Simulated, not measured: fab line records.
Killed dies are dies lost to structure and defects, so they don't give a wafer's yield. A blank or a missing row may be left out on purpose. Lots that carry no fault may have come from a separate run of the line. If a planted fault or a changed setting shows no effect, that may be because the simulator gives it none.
Matching of chambers + flow n5_finfet + 3 sister chambers for N5_FIN_SAQP_HM_DEP_03 on pecvd-03
The step deposits SiNx from SiH4/NH3/N2, target thk 38 nm, time 33.6 s. 6 wafers are shown with their chamber, then 8 later ones without.

WAFERS WITH THEIR CHAMBER
| wafer  | chamber | throttle_valve_pct (%) | showerhead_plenum_p_Torr (Torr) |
|--------|---------|------------------------|---------------------------------|
| L074.4 | 2       | 35.9                   | 5.23                            |
| L081.6 | 0       | 42.1                   | 5.10                            |
| L088.1 | 2       | 36.3                   | 5.23                            |
| L088.2 | 0       | 42.2                   | 5.09                            |
| L088.3 | 1       | 39.6                   | 5.16                            |
| L088.4 | 1       | 39.5                   | 5.15                            |

WAFERS WITHOUT THEIR CHAMBER
| wafer  | throttle_valve_pct (%) | showerhead_plenum_p_Torr (Torr) |
|--------|------------------------|---------------------------------|
| L088.5 | 42.3                   | 5.09                            |
| L088.6 | 36.5                   | 5.26                            |
| L095.2 | 39.9                   | 5.16                            |
| L095.4 | 42.1                   | 5.09                            |
| L095.5 | 39.8                   | 5.15                            |
| L097.1 | 42.2                   | 5.10                            |
| L097.4 | 36.6                   | 5.22                            |
| L097.6 | 42.2                   | 5.08                            |

WHICH CHAMBER EACH ONE RAN IN
| wafer  | from the rows above | in truth |
|--------|---------------------|----------|
| L088.5 | 0                   | 0        |
| L088.6 | 2                   | 2        |
| L095.2 | 1                   | 1        |
| L095.4 | 0                   | 0        |
| L095.5 | 1                   | 1        |
| L097.1 | 0                   | 0        |
| L097.4 | 2                   | 2        |
| L097.6 | 0                   | 0        |
8 of 8 placed correctly. Left unplaced by these rows: 0. 0 placed wrongly.
How it was worked out, from the rows above alone: a wafer's distance from a chamber is the root of the sum, over the readings, of the square of ((its reading less the chamber's mean) divided by the reading's scatter). If the next closest chamber is less than 2 further off than the closest, the wafer can't be placed; otherwise it belongs to the closest. A chamber's mean is the mean of its shown wafers. The scatter: the root of (the sum of the squares of (reading less its chamber's mean) over the shown wafers, divided by (wafers less chambers)).
